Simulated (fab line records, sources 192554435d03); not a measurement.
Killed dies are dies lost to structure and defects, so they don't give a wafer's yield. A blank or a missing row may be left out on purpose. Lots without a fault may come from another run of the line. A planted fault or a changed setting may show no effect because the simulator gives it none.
A struck lot beside a sound one | flow n5_finfet | 24 steps out of a route of 1938
Sound: wafers L762.1, L762.5, L762.6. Struck: wafers L753.3, L753.4, L753.5. The cause comes at the end.
At each step with rows: each side's tool, then ch and its chambers, then its first start. Under that, the readings that differ: sound wafers | struck wafers | difference of the means | sigmas: that difference in standard deviations of wafers without a fault.
alike: readings whose means differ by less than 2 such deviations, and words and numbers that are the same on both sides. not compared: withheld readings, readings that some wafer has no value for, bounds like >300 that may hide the same value, and numbers for which the record gives no deviation and whose values overlap.
The two part at a step that has a row with sigmas, a row that says differs or no value, or rows on one side only. Numbers that don't overlap but have no deviation are shown without sigmas and don't part them. A reading that every wafer of one side lacks parts them only if that side has two wafers or more.

first, 12 steps without rows for these wafers: N5_FIN_SAQP_DESCUM_21 (chemistry O2, time 7.9 s); N5_FIN_SAQP_ETCH_51 (etches SiARC in CF4, target depth 45.5 nm, time 75.8 s); N5_FIN_SAQP_ETCH_52 (etches SOC in N2/H2, target depth 100 nm, overetch 20 nm, time 150 s); N5_FIN_SAQP_STRIP_53 (strips in N2/H2); N5_FIN_SAQP_HM_OPEN_73 (chemistry CHF3/O2, target SiO2, stops on a-Si, target depth 12 nm, time 16.8 s); N5_FIN_SAQP_STRIP_74 (strips in CHF3/O2); N5_FIN_SAQP_MANDREL_ETCH_22 (etches a-Si in HBr/Cl2, stops on SiNx, target depth 60 nm, bt time 10 s, time 30 s); N5_FIN_SAQP_STRIP_55 (strips in N2/H2); N5_FIN_SAQP_STRIP_23 (strips in SPM, time 750 s); N5_FIN_SAQP_SRD_66 (time 30 s); N5_FIN_SAQP_RECESS_75 (chemistry HF/NH3, target SiO2, target depth 14.4 nm, afs cycles 3, sublimation time 60 s); N5_FIN_SAQP_SPACER1_ALD_24 (deposits SiO2, target thk 20.3 nm, pulse time 1 s, purge time 2 s).
N5_FIN_SAQP_SPACER1_ETCHBACK_25: etches SiO2 in CHF3/O2, target depth 24.4 nm, time 12.2 s.
  sound on rie_diel-04 ch 1,2,3, day 6 06:10; struck on rie_diel-04 ch 1,2, day 4 01:23
  no value came back on the struck wafers for any of 7 readings (CHF3_flow_sccm (sccm), O2_flow_sccm (sccm) and others); on the sound wafers CHF3_flow_sccm (sccm) reads 49.98 49.91 49.99
  reading                                           | sound | struck         | difference | sigmas
  model.SiO2_of_FIN_SAQP_SPACER1_ALD_24.thk_nm (nm) | 0 0 0 | 20.2 20.4 20.2 | +20.3      |
  not compared: rf_hours_counter_h
N5_FIN_SAQP_MANDREL1_REMOVE_56: chemistry HBr/Cl2/O2, target a-Si, stops on SiNx, bt time 10 s.
  sound on rie_si-01 ch 0,1,3, day 6 06:16; struck on rie_si-02 ch 0,1, day 4 01:28
  reading               | sound             | struck            | difference | sigmas
  oes_product_au (a.u.) | 1.001 1.012 1.008 | 0.384 0.383 0.381 | -0.624     | -45
  alike: drypump_motor_current_A, mfc_cl2_sccm, throttle_valve_pct
  not compared: rf_hours_counter_h
N5_FIN_SAQP_CD_MEAS_27: target cd 20 nm.
  sound on cd_sem-03 ch 0, day 6 06:22; struck on cd_sem-01 ch 0, day 4 01:35
  reading    | sound             | struck | difference                    | sigmas
  cd_nm (nm) | 20.53 20.64 20.33 | - - -  | no value on the struck wafers |
N5_FIN_SAQP_ETCH_57: etches SiNx in CH3F/O2, target depth 32.5 nm, time 46.4 s.
  sound on rie_diel-01 ch 1,2, day 6 06:25; struck on rie_diel-04 ch 2,3, day 4 01:37
  reading                     | sound          | struck            | difference | sigmas
  drypump_motor_current_A (A) | 4.8 5.1 4.8    | 5.9 6.1 6.1       | +1.1       | +3
  etch_rf_on_time_s (s)       | 46.3 46.2 46.2 | 116.0 116.0 116.0 | +69.8      | +80
  oes_product_au (a.u.)       | 0.63 0.61 0.64 | 0.28 0.27 0.27    | -0.35      | -6
  alike: CH3F_flow_sccm, rf_vpp_V, showerhead_plenum_p_Torr, throttle_valve_pct
  not compared: rf_hours_counter_h
then, 1 step without rows for these wafers: N5_FIN_SAQP_ETCH_65 (etches SiO2 in CF4, target depth 4 nm, time 4.4 s).
N5_FIN_SAQP_MANDREL_ETCH_58: etches a-Si in HBr/Cl2, stops on SiNx, target depth 45 nm, bt time 10 s, time 27 s.
  sound on rie_si-02 ch 0,1,3, day 6 06:34; struck on rie_si-03 ch 1,2,3, day 4 01:46
  reading               | sound             | struck            | difference | sigmas
  oes_product_au (a.u.) | 0.712 0.703 0.707 | 0.321 0.332 0.321 | -0.383     | -35
  alike: drypump_motor_current_A, mfc_cl2_sccm, throttle_valve_pct
  not compared: rf_hours_counter_h
then, 2 steps without rows for these wafers: N5_FIN_SAQP_RECESS_63 (chemistry HF/NH3, target SiO2, target depth 18 nm, afs cycles 3, sublimation time 60 s); N5_FIN_SAQP_COAT_68 (time 60 s, resist thk 100 nm).
N5_FIN_SAQP_ETCH_69: etches SOC in N2/H2, stops on SiNx, target depth 150 nm.
  sound on rie_diel-04 ch 1,2,3, day 6 07:09; struck on rie_diel-04 ch 0,1,2, day 4 02:17
  reading               | sound          | struck         | difference | sigmas
  oes_product_au (a.u.) | 0.73 0.87 0.71 | 0.29 0.27 0.35 | -0.47      | -7
  alike: drypump_motor_current_A, rf_vpp_V, showerhead_plenum_p_Torr, throttle_valve_pct
  not compared: rf_hours_counter_h
N5_FIN_SAQP_ETCH_67: etches SiNx in CH3F/O2, target depth 30 nm.
  sound on rie_diel-04 ch 1,2,3, day 6 07:13; struck on rie_diel-04 ch 0,1,2, day 4 02:21
  reading               | sound          | struck         | difference | sigmas
  oes_product_au (a.u.) | 0.74 0.89 0.71 | 0.30 0.27 0.34 | -0.48      | -7
  alike: CH3F_flow_sccm, drypump_motor_current_A, rf_vpp_V, showerhead_plenum_p_Torr, throttle_valve_pct
  not compared: rf_hours_counter_h
N5_BEOL_M4_RC_MEAS_101:
  the record has rows for the sound wafers here (prober-02 ch 0, day 12 12:56) and none for the struck ones
-- the record jumps here: 10 days lie between the struck wafers' starts before and after (it left off in module BEOL_M4 and takes up again in module PASSIVATION, whose first step shown is number 1936 of the route) --
N5_PASSIVATION_PROBE_49:
  the record has rows for the struck wafers here (prober-02, day 14 13:10) and none for the sound ones

WHERE THEY PART
First at N5_FIN_SAQP_SPACER1_ETCHBACK_25; last, within this record, at N5_PASSIVATION_PROBE_49.

WHY: what the simulator had put in
Skipped step whole: rie_diel-04, from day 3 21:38 on, at N5_FIN_SAQP_SPACER1_ETCHBACK_25. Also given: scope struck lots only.
